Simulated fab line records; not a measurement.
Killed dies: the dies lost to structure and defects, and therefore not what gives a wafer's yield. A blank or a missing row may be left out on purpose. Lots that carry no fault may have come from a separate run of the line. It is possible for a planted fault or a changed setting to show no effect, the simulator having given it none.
Split-lot experiment    flow n5_finfet    7 lots, 21 wafers read, on a route of 1938 steps

## THE SPLIT ITSELF
At N5_SDB_ALD_29 (deposits SiNx, target thk 30 nm, pulse time 1 s, ald cycles 600), the setting ald_cycles was moved away from the recipe's 600 on 8 of the 21 wafers read, by -15.7% to -5.3%. All remaining wafers had this setting at the recipe value.

## FROM THE SPLIT TO THE READING: what the file shows between them, 3 steps
- N5_SDB_CMP_30: polishes, stops on poly-Si, t overpolish 1.54 s, target thk 30 nm
- N5_DUMMY_REMOVAL_HM_STRIP_01: strips SiNx in CH3F/O2, stops on poly-Si, target depth 4 nm, time 6.8 s
- N5_DUMMY_REMOVAL_STRIP_10: strips in N2/H2, time 40 s

## THE READING
SiNx_of_SDB_ALD_29.thk_nm (the simulator's own value, which no gauge read), in nm, at N5_DUMMY_REMOVAL_PRECLEAN_07 (cleans in dHF, time 30 s). There is no usual value for it anywhere in the file. The 13 wafers here that ran the recipe average 29.3 nm, standard deviation 0.14 nm.

wafer   tool, chamber at the split  ald_cycles as run  against the recipe  SiNx_of_SDB_ALD_29.thk_nm, nm  against lot-mates on the recipe
L076.2  ald_sin-03, 3,1             568                -5.3%               27.6                           -1.4
L076.5  ald_sin-03, 3,1             568                -5.3%               27.6                           -1.4
L076.6  ald_sin-03, 2               600                recipe              29                             -
L077.1  ald_sin-03, 3               600                recipe              29.2                           -
L077.5  ald_sin-03, 0               600                recipe              29.4                           -
L077.6  ald_sin-03, 1               506                -15.7%              24.8                           -4.5
L078.3  ald_sin-02, 1               559                -6.8%               27                             -2.0
L078.4  ald_sin-02, 2               600                recipe              29                             -
L078.5  ald_sin-02, 1               559                -6.8%               27.2                           -1.8
L086.3  ald_sin-03, 1,2             600                recipe              29.4                           -
L086.4  ald_sin-03, 1,2             600                recipe              29.4                           -
L086.6  ald_sin-03, 1               600                recipe              29.4                           -
L087.3  ald_sin-03, 0               600                recipe              29.2                           -
L087.6  ald_sin-03, 0               600                recipe              29.2                           -
L087.5  ald_sin-03, 3               600                recipe              29.4                           -
L089.2  ald_sin-02, 1               553                -7.8%               26.8                           -2.5
L089.4  ald_sin-02, 2               600                recipe              29.4                           -
L089.6  ald_sin-02, 2               600                recipe              29.2                           -
L096.2  ald_sin-04, 3               526                -12.3%              25.6                           -3.6
L096.5  ald_sin-04, 2               526                -12.3%              25.6                           -3.6
L096.6  ald_sin-04, 1               600                recipe              29.2                           -
When a row names more than one chamber, that row covers several wafers, and the file does not tell which wafer ran in which chamber.

FIT RESULTS
A straight line over all 21 wafers: SiNx_of_SDB_ALD_29.thk_nm changes by +0.296 nm for each +1% of ald_cycles; r = +1.00; the points scatter about the line by 0.14 nm.
The same after taking each lot's own level away (the mean of its wafers on the recipe; 21 wafers): +0.29 nm for each +1%; r = +1.00; scatter 0.1 nm.
That fit puts the effect of the largest move of ald_cycles on the reading at 4.5 nm.
The span of the lots' own levels, 29.00 to 29.40 nm, comes to 2.8 times the standard deviation stated above.
The two slopes are in agreement: the lot-to-lot level therefore moves the slope only a little.
Check: for one of the wafers moved furthest among these (-15.7%), held out of the fit, the line's prediction against its lot-mates is -4.54 nm. Against them it came out at -4.5 nm.

## ADDITIONAL SPLITS CARRIED BY THESE WAFERS
Note: prior to the reading, these wafers also went through further splits. Each is held against what the fit with the lots' levels taken away leaves over:
other split on the same wafers  wafers away from the commonest value  r with SiNx_of_SDB_ALD_29.thk_nm (lot level and that fit taken away)
N5_WELL_APT_COAT_02 spin_rpm    4                                     -0.05
N5_DUMMY_GATE_COAT_28 spin_rpm  9                                     +0.26
N5_DUMMY_GATE_COAT_09 spin_rpm  9                                     -0.21

## THE WHOLE CHAIN: every reading that the file lists as answering this split, in the file's order
step                          what it does                                                     reading                                                                     change (the file's fit)                r (the file's)
N5_SDB_ALD_29                 deposits SiNx, target thk 30 nm, pulse time 1 s, ald cycles 600  SiNx_of_SDB_ALD_29.thk_nm (the simulator's own value, which no gauge read)  +0.299 nm for each +1% of the setting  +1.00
N5_DUMMY_REMOVAL_PRECLEAN_07  cleans in dHF, time 30 s                                         SiNx_of_SDB_ALD_29.thk_nm (the simulator's own value, which no gauge read)  +0.29 nm for each +1% of the setting   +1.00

## THE FILE'S OWN FIT
SiNx_of_SDB_ALD_29.thk_nm changes by +0.29 nm for each +1% of ald_cycles, r = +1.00.
